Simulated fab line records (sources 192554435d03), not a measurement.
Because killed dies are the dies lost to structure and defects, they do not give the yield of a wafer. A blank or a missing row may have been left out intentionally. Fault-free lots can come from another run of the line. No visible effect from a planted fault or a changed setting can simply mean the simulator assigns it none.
Split-lot study / flow n5 finfet / 39 wafers read from 7 lots, route of 1938 steps

== ABOUT THE SPLIT ==
At N5_SD_EPI_N_DESCUM_14 (chemistry O2, time 7.9 s), the setting time s was moved away from the recipe's 7.9 s on 18 of the 39 wafers read, by -52.3% to +57.0%. The other wafers ran this setting at the recipe's value.

There is no step in the file separating the split from the reading.

== THE READING ==
CAR-ArF-block_of_SD_EPI_N_COAT_03.thk nm (the simulator's own value, which no gauge read), in nm, at N5_SD_EPI_N_ETCH_34 (etches SiARC in CF4, target depth 45.5 nm, time 75.8 s). The file does not state a usual value for it. The 21 wafers here that ran the recipe average 110.8 nm, standard deviation 0.33 nm.

wafer=L074.1; tool, chamber at the split=rie diel-02, 1,0; time s as run, s=11.68; against the recipe=+47.8%; CAR-ArF-block_of_SD_EPI_N_COAT_03.thk nm, nm=108.8; against lot-mates on the recipe=-1.9
wafer=L074.2; tool, chamber at the split=rie diel-02, 2; time s as run, s=7.9; against the recipe=recipe; CAR-ArF-block_of_SD_EPI_N_COAT_03.thk nm, nm=110.4; against lot-mates on the recipe=-
wafer=L074.3; tool, chamber at the split=rie diel-02, 3; time s as run, s=7.9; against the recipe=recipe; CAR-ArF-block_of_SD_EPI_N_COAT_03.thk nm, nm=111.2; against lot-mates on the recipe=-
wafer=L074.4; tool, chamber at the split=rie diel-02, 0; time s as run, s=7.9; against the recipe=recipe; CAR-ArF-block_of_SD_EPI_N_COAT_03.thk nm, nm=110.6; against lot-mates on the recipe=-
wafer=L074.5; tool, chamber at the split=rie diel-02, 1; time s as run, s=11.68; against the recipe=+47.8%; CAR-ArF-block_of_SD_EPI_N_COAT_03.thk nm, nm=108; against lot-mates on the recipe=-2.7
wafer=L074.6; tool, chamber at the split=rie diel-02, 1,0; time s as run, s=11.68; against the recipe=+47.8%; CAR-ArF-block_of_SD_EPI_N_COAT_03.thk nm, nm=108.6; against lot-mates on the recipe=-2.1
wafer=L075.1; tool, chamber at the split=rie diel-02, 2,0; time s as run, s=3.769; against the recipe=-52.3%; CAR-ArF-block_of_SD_EPI_N_COAT_03.thk nm, nm=113; against lot-mates on the recipe=+2.5
wafer=L075.4; tool, chamber at the split=rie diel-02, 2,0; time s as run, s=3.769; against the recipe=-52.3%; CAR-ArF-block_of_SD_EPI_N_COAT_03.thk nm, nm=113; against lot-mates on the recipe=+2.5
wafer=L075.2; tool, chamber at the split=rie diel-02, 1; time s as run, s=3.769; against the recipe=-52.3%; CAR-ArF-block_of_SD_EPI_N_COAT_03.thk nm, nm=112.6; against lot-mates on the recipe=+2.1
wafer=L075.3; tool, chamber at the split=rie diel-02, 3; time s as run, s=7.9; against the recipe=recipe; CAR-ArF-block_of_SD_EPI_N_COAT_03.thk nm, nm=110.2; against lot-mates on the recipe=-
wafer=L075.5; tool, chamber at the split=rie diel-02, 0; time s as run, s=7.9; against the recipe=recipe; CAR-ArF-block_of_SD_EPI_N_COAT_03.thk nm, nm=110.8; against lot-mates on the recipe=-
wafer=L075.6; tool, chamber at the split=rie diel-02, 3; time s as run, s=7.9; against the recipe=recipe; CAR-ArF-block_of_SD_EPI_N_COAT_03.thk nm, nm=110.4; against lot-mates on the recipe=-
wafer=L082.1; tool, chamber at the split=rie diel-01, 0; time s as run, s=7.9; against the recipe=recipe; CAR-ArF-block_of_SD_EPI_N_COAT_03.thk nm, nm=111; against lot-mates on the recipe=-
wafer=L082.2; tool, chamber at the split=rie diel-01, 2; time s as run, s=7.9; against the recipe=recipe; CAR-ArF-block_of_SD_EPI_N_COAT_03.thk nm, nm=111; against lot-mates on the recipe=-
wafer=L082.3; tool, chamber at the split=rie diel-01, 3; time s as run, s=11.76; against the recipe=+48.9%; CAR-ArF-block_of_SD_EPI_N_COAT_03.thk nm, nm=108.4; against lot-mates on the recipe=-2.7
wafer=L082.4; tool, chamber at the split=rie diel-01, 3; time s as run, s=11.76; against the recipe=+48.9%; CAR-ArF-block_of_SD_EPI_N_COAT_03.thk nm, nm=108.4; against lot-mates on the recipe=-2.7
wafer=L082.5; tool, chamber at the split=rie diel-01, 0; time s as run, s=7.9; against the recipe=recipe; CAR-ArF-block_of_SD_EPI_N_COAT_03.thk nm, nm=111.4; against lot-mates on the recipe=-
wafer=L082.6; tool, chamber at the split=rie diel-01, 2; time s as run, s=11.76; against the recipe=+48.9%; CAR-ArF-block_of_SD_EPI_N_COAT_03.thk nm, nm=108.8; against lot-mates on the recipe=-2.3
wafer=L084.1; tool, chamber at the split=rie diel-01, 1,3; time s as run, s=10.8; against the recipe=+36.7%; CAR-ArF-block_of_SD_EPI_N_COAT_03.thk nm, nm=108.6; against lot-mates on the recipe=-2.0
wafer=L084.5; tool, chamber at the split=rie diel-01, 1,3; time s as run, s=10.8; against the recipe=+36.7%; CAR-ArF-block_of_SD_EPI_N_COAT_03.thk nm, nm=108.6; against lot-mates on the recipe=-2.0
wafer=L084.2; tool, chamber at the split=rie diel-01, 0; time s as run, s=7.9; against the recipe=recipe; CAR-ArF-block_of_SD_EPI_N_COAT_03.thk nm, nm=110.4; against lot-mates on the recipe=-
wafer=L084.3; tool, chamber at the split=rie diel-01, 3; time s as run, s=10.8; against the recipe=+36.7%; CAR-ArF-block_of_SD_EPI_N_COAT_03.thk nm, nm=109; against lot-mates on the recipe=-1.6
wafer=L084.4; tool, chamber at the split=rie diel-01, 2; time s as run, s=7.9; against the recipe=recipe; CAR-ArF-block_of_SD_EPI_N_COAT_03.thk nm, nm=110.8; against lot-mates on the recipe=-
wafer=L084.6; tool, chamber at the split=rie diel-01, 2; time s as run, s=7.9; against the recipe=recipe; CAR-ArF-block_of_SD_EPI_N_COAT_03.thk nm, nm=110.6; against lot-mates on the recipe=-
wafer=L085.1; tool, chamber at the split=rie diel-02, 1; time s as run, s=12.4; against the recipe=+57.0%; CAR-ArF-block_of_SD_EPI_N_COAT_03.thk nm, nm=108; against lot-mates on the recipe=-3.1
wafer=L085.2; tool, chamber at the split=rie diel-02, 2; time s as run, s=12.4; against the recipe=+57.0%; CAR-ArF-block_of_SD_EPI_N_COAT_03.thk nm, nm=108.4; against lot-mates on the recipe=-2.7
wafer=L085.3; tool, chamber at the split=rie diel-02, 3,0; time s as run, s=7.9; against the recipe=recipe; CAR-ArF-block_of_SD_EPI_N_COAT_03.thk nm, nm=111; against lot-mates on the recipe=-
wafer=L085.6; tool, chamber at the split=rie diel-02, 3,0; time s as run, s=7.9; against the recipe=recipe; CAR-ArF-block_of_SD_EPI_N_COAT_03.thk nm, nm=111; against lot-mates on the recipe=-
wafer=L085.4; tool, chamber at the split=rie diel-02, 0; time s as run, s=12.4; against the recipe=+57.0%; CAR-ArF-block_of_SD_EPI_N_COAT_03.thk nm, nm=107.8; against lot-mates on the recipe=-3.3
wafer=L085.5; tool, chamber at the split=rie diel-02, 1; time s as run, s=7.9; against the recipe=recipe; CAR-ArF-block_of_SD_EPI_N_COAT_03.thk nm, nm=111.4; against lot-mates on the recipe=-
wafer=L086.1; tool, chamber at the split=rie diel-01, 2; time s as run, s=7.9; against the recipe=recipe; CAR-ArF-block_of_SD_EPI_N_COAT_03.thk nm, nm=110.8; against lot-mates on the recipe=-
wafer=L086.2; tool, chamber at the split=rie diel-01, 0; time s as run, s=4.673; against the recipe=-40.8%; CAR-ArF-block_of_SD_EPI_N_COAT_03.thk nm, nm=113; against lot-mates on the recipe=+2.1
wafer=L086.3; tool, chamber at the split=rie diel-01, 1,3; time s as run, s=4.673; against the recipe=-40.8%; CAR-ArF-block_of_SD_EPI_N_COAT_03.thk nm, nm=112.6; against lot-mates on the recipe=+1.7
wafer=L086.4; tool, chamber at the split=rie diel-01, 1,3; time s as run, s=4.673; against the recipe=-40.8%; CAR-ArF-block_of_SD_EPI_N_COAT_03.thk nm, nm=112.8; against lot-mates on the recipe=+1.9
wafer=L086.5; tool, chamber at the split=rie diel-01, 0; time s as run, s=7.9; against the recipe=recipe; CAR-ArF-block_of_SD_EPI_N_COAT_03.thk nm, nm=110.6; against lot-mates on the recipe=-
wafer=L086.6; tool, chamber at the split=rie diel-01, 1; time s as run, s=7.9; against the recipe=recipe; CAR-ArF-block_of_SD_EPI_N_COAT_03.thk nm, nm=111.2; against lot-mates on the recipe=-
wafer=L095.1; tool, chamber at the split=rie diel-01, 1; time s as run, s=7.9; against the recipe=recipe; CAR-ArF-block_of_SD_EPI_N_COAT_03.thk nm, nm=110.8; against lot-mates on the recipe=-
wafer=L095.2; tool, chamber at the split=rie diel-01, 2; time s as run, s=7.9; against the recipe=recipe; CAR-ArF-block_of_SD_EPI_N_COAT_03.thk nm, nm=110.6; against lot-mates on the recipe=-
wafer=L095.4; tool, chamber at the split=rie diel-01, 0; time s as run, s=7.9; against the recipe=recipe; CAR-ArF-block_of_SD_EPI_N_COAT_03.thk nm, nm=111; against lot-mates on the recipe=-
The file does not say which wafer passed through which chamber wherever a row lists several chambers: such a row stands for several wafers.

THE FIT
A straight line over all 39 wafers: CAR-ArF-block_of_SD_EPI_N_COAT_03.thk nm changes by -0.0467 nm for each +1% of time s; r = -0.98; the points scatter about the line by 0.33 nm.
The same after taking each lot's own level away (the mean of its wafers on the recipe; 39 wafers): -0.0496 nm for each +1%; r = -0.99; scatter 0.25 nm.
On that fit, the largest move of time s shifts the reading by 2.8 nm.
The span of the lots' own levels, 110.47 to 111.13 nm, comes to 2.0 times the standard deviation stated above.
The two slopes are in agreement: the lot-to-lot level therefore moves the slope only a little.
Check: with one of the wafers moved furthest among these (+57.0%) left out of the fit, the line predicts -2.85 nm for it against its lot-mates. It came out at -3.13 nm against them.

== ADDITIONAL SPLITS CARRIED BY THESE WAFERS ==
Other splits were also applied to these wafers ahead of the reading. Each is held against what the fit with the lots' levels taken away leaves over:
other split on the same wafers=N5_FIN_SAQP_HM_DEP_03 time s; wafers away from the commonest value=18; r with CAR-ArF-block_of_SD_EPI_N_COAT_03.thk nm (lot level and that fit taken away)=+0.09

== THE WHOLE CHAIN: every reading that the file lists as answering this split, in the file's order ==
step=N5_SD_EPI_N_DESCUM_14; what it does=chemistry O2, time 7.9 s; reading=CAR-ArF-block_of_SD_EPI_N_COAT_03.thk nm (the simulator's own value, which no gauge read); change (the file's fit)=-0.0489 nm for each +1% of the setting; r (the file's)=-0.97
step=N5_SD_EPI_N_ETCH_34; what it does=etches SiARC in CF4, target depth 45.5 nm, time 75.8 s; reading=CAR-ArF-block_of_SD_EPI_N_COAT_03.thk nm (the simulator's own value, which no gauge read); change (the file's fit)=-0.05 nm for each +1% of the setting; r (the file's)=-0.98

== THE FILE'S OWN FIT ==
CAR-ArF-block_of_SD_EPI_N_COAT_03.thk nm changes by -0.05 nm for each +1% of time s, r = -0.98.
